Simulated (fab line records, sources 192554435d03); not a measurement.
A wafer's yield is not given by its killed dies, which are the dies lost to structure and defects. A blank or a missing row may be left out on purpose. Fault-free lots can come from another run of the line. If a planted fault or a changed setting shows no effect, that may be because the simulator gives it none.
Struck lot and sound lot, side by side | flow n5 finfet | 15 out of 1938 route steps
Sound: these wafers, L739.1, L739.5, L739.6. Wafers struck: L723.2, L723.4, L723.5. At the end, the cause is stated.
Per side, at each step with rows, come the tool, then ch with its chambers, and then its first start. Under that, the readings that differ: sound wafers | struck wafers | difference of the means | sigmas: that difference in standard deviations of wafers without a fault.
alike: readings with means less than 2 such deviations apart, plus words and numbers identical on both sides. not compared: withheld readings, readings lacking a value on some wafer, bounds such as >300 that could conceal the same value, and numbers that have no deviation in the record and whose values overlap.
A row with sigmas, a row that says differs or no value, or rows on one side alone: a step with any of these is where the two part. Numbers that have no deviation but don't overlap get no sigmas and don't part them. Lack of a reading on every wafer of one side parts them only where that side has two or more wafers.

first, 3 steps without rows for these wafers: N5_HKMG_FIN_STRIP_33 (strips in N2/H2); N5_HKMG_FIN_STRIP_34 (strips in CF4); N5_HKMG_FIN_ETCH_35 (etches SOC in N2/H2, target depth 215.8 nm, time 243.4 s).
N5_HKMG_FIN_STRIP_92: strips SOC in N2/H2, time 20 s.
  sound on rie diel-05 ch 0,1,3, day 9 09:55; struck on rie diel-06 ch 0,1,3, day 5 12:14
  alike: drypump motor current A, oes product au, rf vpp V, showerhead plenum p Torr, throttle valve pct
  not compared: rf hours counter h
then, 1 step without rows for these wafers: N5_HKMG_FIN_WET_ETCH_18 (etches TiN in SC1, time 55 s, target depth 5.2 nm, rinse time 30 s).
N5_HKMG_FIN_STRIP_19: strips in N2/H2, time 360 s.
  sound on plasma asher-02 ch 0,1, day 9 10:06; struck on plasma asher-02 ch 0,1, day 5 12:23
  alike: drypump motor current A, heater power w
  not compared: rf hours counter h
N5_HKMG_FIN_ALD_91: deposits TiN, target thk 1 nm, pulse time 1 s, purge time 3 s.
  sound on ald metal-03 ch 0,1,2, day 9 10:29; struck on ald metal-01 ch 0,1,3, day 5 12:46
  alike: ald cycles, heater power w, precursor pulse height rel
then, 1 step without rows for these wafers: N5_HKMG_FIN_COAT_85 (time 60 s, resist thk 300 nm).
N5_HKMG_FIN_ETCH_86: etches SOC in N2/H2, stops on TiN, target depth 393.2 nm.
  sound on rie diel-06 ch 0,1,2, day 9 10:49; struck on rie diel-02 ch 2,3, day 5 13:25
  alike: drypump motor current A, oes product au, rf vpp V, showerhead plenum p Torr, throttle valve pct
  not compared: rf hours counter h
N5_HKMG_FIN_STRIP_89: strips SOC in N2/H2, time 20 s.
  sound on rie diel-06 ch 0,1,2, day 9 10:53; struck on rie diel-02 ch 2,3, day 5 13:28
  alike: drypump motor current A, oes product au, rf vpp V, showerhead plenum p Torr, throttle valve pct
  not compared: rf hours counter h
then, 2 steps without rows for these wafers: N5_HKMG_FIN_WET_ETCH_87 (etches TiN in SC1, time 154.2 s, target depth 4.7 nm, rinse time 30 s); N5_HKMG_FIN_STRIP_88 (strips in N2/H2, time 360 s).
N5_HKMG_FIN_NWFM_ALD_20: deposits TiAlC, target thk 2 nm, pulse time 3 s, purge time 2 s.
  sound on ald metal-04 ch 2,3, day 9 11:28; struck on ald metal-01 ch 1,2, day 5 14:03
  reading                                         | sound       | struck      | difference | sigmas
  ald cycles                                      | 7 7 7       | 3 3 3       | -4         |
  heater power w (W)                              | 454 441 448 | 462 601 608 | +109       | +2
  model.TiAlC_of_HKMG_FIN_NWFM_ALD_20.thk nm (nm) | 2 2 2       | 0.8 0.8 0.8 | -1.2       |
  alike: precursor pulse height rel
then, 1 step without rows for these wafers: N5_HKMG_FIN_ALD_71 (deposits TiN, target thk 1 nm, pulse time 1 s, purge time 3 s).
N5_PASSIVATION_PROBE_49:
  the record holds rows for the sound wafers here (prober-01, day 18 02:43) but none for the struck ones

## WHERE THEY PART
First at N5_HKMG_FIN_NWFM_ALD_20; last, within this record, at N5_PASSIVATION_PROBE_49.

WHY: what had been put in by the simulator
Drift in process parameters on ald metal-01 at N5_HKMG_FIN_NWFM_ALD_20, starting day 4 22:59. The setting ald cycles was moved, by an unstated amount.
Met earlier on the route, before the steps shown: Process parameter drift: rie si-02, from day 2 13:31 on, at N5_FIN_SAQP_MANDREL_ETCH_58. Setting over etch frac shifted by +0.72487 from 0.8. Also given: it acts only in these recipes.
